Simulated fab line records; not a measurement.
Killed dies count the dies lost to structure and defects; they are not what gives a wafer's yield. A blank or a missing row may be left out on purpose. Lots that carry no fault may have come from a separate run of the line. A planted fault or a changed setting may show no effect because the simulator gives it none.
A struck lot beside a sound one || flow n5 finfet || 18 steps out of a route of 1938
Sound: the wafers L496.3, L496.5, L496.6. Struck: wafer L499.2 (L499.1, L499.4, from the same lot, were not struck and are left out); the cause is given at the end.
Each step with rows lists, per side, the tool, then ch with its chambers, then its first start. Under that, the readings that differ: sound wafers || struck wafers || difference of the means || sigmas: that difference in standard deviations of wafers without a fault.
alike: a reading whose means differ by less than 2 such deviations, as well as words and numbers matching on both sides. not compared: withheld readings; readings where some wafer has no value; bounds like >300 that might hide an equal value; numbers whose values overlap and for which the record gives no deviation.
Wherever a step has rows on one side only, a row that says differs or no value, or a row with sigmas, the two part there. When numbers do not overlap yet have no deviation, they are printed without sigmas and do not part them. Lack of a reading on every wafer of one side parts them only where that side has two or more wafers.

first, 7 steps without rows for these wafers: N5_FIN_SAQP_COAT_50 (time 60 s, resist thk 35 nm); N5_FIN_SAQP_COAT_10 (resist thk 90 nm); N5_FIN_SAQP_EBR_12; N5_FIN_SAQP_SOFTBAKE_11 (time 60 s); N5_FIN_SAQP_EXPOSE_13 (exposes mask FIN CORE, target cd 35.6 nm); N5_FIN_SAQP_PEB_14 (peb time 60 s); N5_FIN_SAQP_DEVELOP_15 (develop time 30 s).
N5_FIN_SAQP_CD_MEAS_16: target cd 35.6 nm.
  sound on cd sem-03 ch 0, day 3 21:11; struck on cd sem-03 ch 0, day 4 15:40
  alike: cd nm
N5_FIN_SAQP_OVL_MEAS_17:
  sound on overlay-01 ch 0, day 3 21:13; struck on overlay-01 ch 0, day 4 15:43
  alike: FIN_CORE_OVL
N5_FIN_SAQP_INSPECT_18: inspects for defects (brightfield).
  struck on defect inspect-01, day 4 15:44; sound on defect inspect-02, day 3 21:14
  alike: raw defect count
N5_FIN_SAQP_DESCUM_21: chemistry O2, time 7.9 s.
  sound on rie diel-05 ch 0,1, day 3 21:31; struck on rie diel-05 ch 1, day 4 15:46
  alike: drypump motor current A, oes product au, rf vpp V, showerhead plenum p Torr, throttle valve pct
  not compared: rf hours counter h
N5_FIN_SAQP_ETCH_51: etches SiARC in CF4, target depth 45.5 nm, time 75.8 s.
  sound on rie diel-05 ch 0,1, day 3 21:33; struck on rie diel-05 ch 1, day 4 15:48
  alike: drypump motor current A, etch rf on time s, oes product au, rf vpp V, showerhead plenum p Torr, throttle valve pct
  not compared: rf hours counter h
N5_FIN_SAQP_ETCH_52: etches SOC in N2/H2, target depth 100 nm, overetch 20 nm, time 150 s.
  sound on rie diel-05 ch 0,1, day 3 21:36; struck on rie diel-05 ch 1, day 4 15:52
{"reading": "model.SiARC_of_FIN_SAQP_COAT_50.thk nm (nm)", "sound": "29.13 29.32 29.16", "struck": 25.68, "difference": -3.52, "sigmas": ""}
  alike: drypump motor current A, oes product au, rf vpp V, showerhead plenum p Torr, throttle valve pct
  not compared: rf hours counter h
then, 1 step without rows for these wafers: N5_FIN_SAQP_STRIP_53 (strips in N2/H2).
N5_FIN_SAQP_HM_OPEN_73: chemistry CHF3/O2, target SiO2, stops on a-Si, target depth 12 nm, time 16.8 s.
  sound on rie diel-05 ch 0,1, day 3 21:43; struck on rie diel-05 ch 1, day 4 15:58
{"reading": "model.SiARC_of_FIN_SAQP_COAT_50.thk nm (nm)", "sound": "4.901 5.176 4.858", "struck": 1.132, "difference": -3.846, "sigmas": ""}
  alike: drypump motor current A, oes product au, rf vpp V, showerhead plenum p Torr, throttle valve pct
  not compared: rf hours counter h
then, 1 step without rows for these wafers: N5_FIN_SAQP_STRIP_74 (strips in CHF3/O2).
-- the record jumps here: 6 days lie between the struck wafers' starts before and after (it left off in module FIN_SAQP and takes up again in module BEOL_M4, whose first step shown is number 1111 of the route) --
N5_BEOL_M4_RC_MEAS_101:
  sound on prober-01 ch 0, day 9 20:51; struck on prober-01 ch 0, day 10 11:28
{"reading": "VT_P (mV)", "sound": "-258 -257 -255", "struck": -246, "difference": "+11", "sigmas": "+3"}
  alike: DIBL_N, DIBL_P, IOFF_N, IOFF_P, ION_N, ION_P, SS_N, SS_P, VT_N
after that, 1 step had no rows for these wafers: N5_PASSIVATION_PROBE_49.

WHERE THEY PART
Within this record, at N5_BEOL_M4_RC_MEAS_101 only.

WHY: whatever the simulator had introduced
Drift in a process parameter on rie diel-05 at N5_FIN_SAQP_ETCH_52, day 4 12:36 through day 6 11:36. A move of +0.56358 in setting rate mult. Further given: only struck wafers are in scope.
